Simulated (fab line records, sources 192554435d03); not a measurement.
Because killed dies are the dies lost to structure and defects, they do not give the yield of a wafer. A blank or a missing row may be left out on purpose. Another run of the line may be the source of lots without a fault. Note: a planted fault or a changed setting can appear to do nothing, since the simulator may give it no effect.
Matching of chambers || flow n5 finfet || N5_BEOL_M7_STRIP_36 on rie diel-03: 4 sister chambers
The step strips in N2/H2. 8 wafers are shown with their chamber, then 9 later ones without.

EACH WAFER AND ITS CHAMBER
{"wafer": "L079.5", "chamber": 2, "showerhead plenum p Torr (Torr)": 2.57, "throttle valve pct (%)": 23.3}
{"wafer": "L086.3", "chamber": 2, "showerhead plenum p Torr (Torr)": 2.56, "throttle valve pct (%)": 23.3}
{"wafer": "L085.6", "chamber": 0, "showerhead plenum p Torr (Torr)": 2.53, "throttle valve pct (%)": 23.6}
{"wafer": "L087.4", "chamber": 1, "showerhead plenum p Torr (Torr)": 2.39, "throttle valve pct (%)": 23.6}
{"wafer": "L087.5", "chamber": 3, "showerhead plenum p Torr (Torr)": 2.70, "throttle valve pct (%)": 23.9}
{"wafer": "L089.1", "chamber": 3, "showerhead plenum p Torr (Torr)": 2.70, "throttle valve pct (%)": 24.0}
{"wafer": "L089.2", "chamber": 0, "showerhead plenum p Torr (Torr)": 2.53, "throttle valve pct (%)": 23.6}
{"wafer": "L089.4", "chamber": 1, "showerhead plenum p Torr (Torr)": 2.39, "throttle valve pct (%)": 23.6}

WAFERS MISSING THEIR CHAMBER
{"wafer": "L095.1", "showerhead plenum p Torr (Torr)": 2.39, "throttle valve pct (%)": 23.6}
{"wafer": "L095.2", "showerhead plenum p Torr (Torr)": 2.52, "throttle valve pct (%)": 23.7}
{"wafer": "L095.3", "showerhead plenum p Torr (Torr)": 2.69, "throttle valve pct (%)": 24.0}
{"wafer": "L095.4", "showerhead plenum p Torr (Torr)": 2.52, "throttle valve pct (%)": 23.6}
{"wafer": "L095.5", "showerhead plenum p Torr (Torr)": 2.69, "throttle valve pct (%)": 24.0}
{"wafer": "L095.6", "showerhead plenum p Torr (Torr)": 2.39, "throttle valve pct (%)": 23.6}
{"wafer": "L094.1", "showerhead plenum p Torr (Torr)": 2.56, "throttle valve pct (%)": 23.3}
{"wafer": "L094.2", "showerhead plenum p Torr (Torr)": 2.39, "throttle valve pct (%)": 23.6}
{"wafer": "L094.3", "showerhead plenum p Torr (Torr)": 2.69, "throttle valve pct (%)": 24.0}

CHAMBER TAKEN BY EACH
{"wafer": "L095.1", "from the rows above": 1, "in truth": 1}
{"wafer": "L095.2", "from the rows above": 0, "in truth": 0}
{"wafer": "L095.3", "from the rows above": 3, "in truth": 3}
{"wafer": "L095.4", "from the rows above": 0, "in truth": 0}
{"wafer": "L095.5", "from the rows above": 3, "in truth": 3}
{"wafer": "L095.6", "from the rows above": 1, "in truth": 1}
{"wafer": "L094.1", "from the rows above": 2, "in truth": 2}
{"wafer": "L094.2", "from the rows above": 1, "in truth": 1}
{"wafer": "L094.3", "from the rows above": 3, "in truth": 3}
Correct placement for 9 of the 9. From these rows, 0 cannot be placed. Wrongly placed: 0.
How it was worked out, from the rows above alone: a wafer's distance from a chamber is the root of the sum, over the readings, of the square of ((its reading less the chamber's mean) divided by the reading's scatter). If the next closest chamber is less than 2 further off than the closest, the wafer can't be placed; otherwise it belongs to the closest. A chamber's mean is the mean of its shown wafers. The scatter is the square root of a quotient: the sum, over the shown wafers, of each reading's squared deviation from its chamber's mean, divided by wafers minus chambers.
